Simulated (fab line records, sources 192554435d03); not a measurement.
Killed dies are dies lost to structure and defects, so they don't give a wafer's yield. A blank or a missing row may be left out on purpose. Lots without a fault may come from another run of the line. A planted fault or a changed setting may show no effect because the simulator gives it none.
Which tool did it? | flow n5_finfet | 9 lots, 27 wafers sampled, at 4 steps of a route of 1938

WHAT THE GAUGES READ, wafer by wafer
N5_BEOL_M7_OCD_MEAS_38.
lot  | measured     | on     | trench_depth_nm (nm)
L643 | day 10 00:58 | ocd-01 | 95.5 93.8 92.0
L644 | day 10 16:42 | ocd-01 | 93.0 94.8 94.9
L647 | day 11 10:32 | ocd-01 | 92.1 95.3 94.0
L650 | day 12 01:54 | ocd-02 | 91.1 91.5 94.6
L651 | day 12 06:29 | ocd-01 | 94.0 93.7 95.6
L653 | day 12 10:22 | ocd-02 | 78.4 80.9 81.1
L652 | day 12 10:12 | ocd-01 | 79.6 93.2 84.8
L657 | day 13 13:55 | ocd-02 | 92.3 92.5 91.6
L663 | day 15 02:46 | ocd-01 | 96.0 96.5 91.2

WHICH TOOL RAN EACH LOT (tool, then ch and the chambers of the sampled wafers, then the start)
lot  | N5_BEOL_M7_HM_DEP_02         | N5_BEOL_M7_DESCUM_33               | N5_BEOL_M7_ETCH_41
L643 | pvd_sputter-01, day 9 23:05  | rie_diel-06 ch 0,1,3, day 10 00:32 | rie_diel-06 ch 0,1,3, day 10 00:58 or earlier
L644 | pvd_sputter-03, day 10 12:34 | rie_diel-06 ch 0,1, day 10 16:16   | rie_diel-06 ch 0,1, day 10 16:42 or earlier
L647 | pvd_sputter-03, day 11 05:28 | rie_diel-04 ch 0,1,2, day 11 10:07 | rie_diel-04 ch 0,1,2, day 11 10:32 or earlier
L650 | pvd_sputter-03, day 11 22:19 | rie_diel-06 ch 0,1,3, day 12 01:28 | rie_diel-06 ch 0,1,3, day 12 01:54 or earlier
L651 | pvd_sputter-03, day 12 02:03 | rie_diel-06 ch 1,2, day 12 06:03   | rie_diel-06 ch 1,2, day 12 06:29 or earlier
L653 | pvd_sputter-03, day 12 06:44 | rie_diel-04 ch 0,1, day 12 09:56   | rie_diel-04 ch 0,1, day 12 10:22 or earlier
L652 | pvd_sputter-03, day 12 06:22 | rie_diel-02 ch 0,2,3, day 12 09:46 | rie_diel-02 ch 0,2,3, day 12 10:12 or earlier
L657 | pvd_sputter-02, day 13 10:48 | rie_diel-04 ch 1,3, day 13 13:28   | rie_diel-04 ch 1,3, day 13 13:55 or earlier
L663 | pvd_sputter-02, day 14 22:20 | rie_diel-04 ch 0,1,2, day 15 02:20 | rie_diel-04 ch 0,1,2, day 15 02:46 or earlier
- N5_BEOL_M7_HM_DEP_02: deposits TiN, target thk 20 nm.
- N5_BEOL_M7_DESCUM_33: chemistry O2, time 7 s.
- N5_BEOL_M7_ETCH_41: etches SiCN in CH3F/O2, target depth 31.9 nm, time 57.8 s.

THE ANSWER, worked out from the rows above alone
Rule: what is usual is taken from the lots themselves. Put in order of their means at a reading, lots are off if they are a third of the lots or fewer, leave a main group of 4 or more, and stand apart from it by a gap of 3 or more times the standard deviation of the main group's means; of several such gaps the widest counts. A main group whose means are all the same, to the digits that the tables above print for the reading, isn't used. A lot without any number at a reading at which 4 lots or more have one is off too. The other lots that the step has rows for count as sound.
Off: L653, L652, at N5_BEOL_M7_OCD_MEAS_38 (trench_depth_nm). The main group: mean 93.6 nm, standard deviation 0.9.
A tool fits if, at a process step before that reading, it ran every lot that is off, and no sound lot after the first of them. The gauges at N5_BEOL_M7_OCD_MEAS_38 are tried like those tools. N5_BEOL_M7_ETCH_41 gives no start for some lots, so the hours and the order of its lots are those of N5_BEOL_M7_OCD_MEAS_38. One fits: pvd_sputter-03 at N5_BEOL_M7_HM_DEP_02. Its last sound lot is L651 (day 12 02:03), its first lot that is off L652 (day 12 06:22): a fault that began between those two fits.

WHAT THE SIMULATOR HAD PUT IN
Process parameter drift: pvd_sputter-03, from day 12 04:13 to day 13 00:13, at N5_BEOL_M7_HM_DEP_02. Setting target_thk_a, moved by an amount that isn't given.
Lots struck among those shown: L652, L653. The rule above found the same.
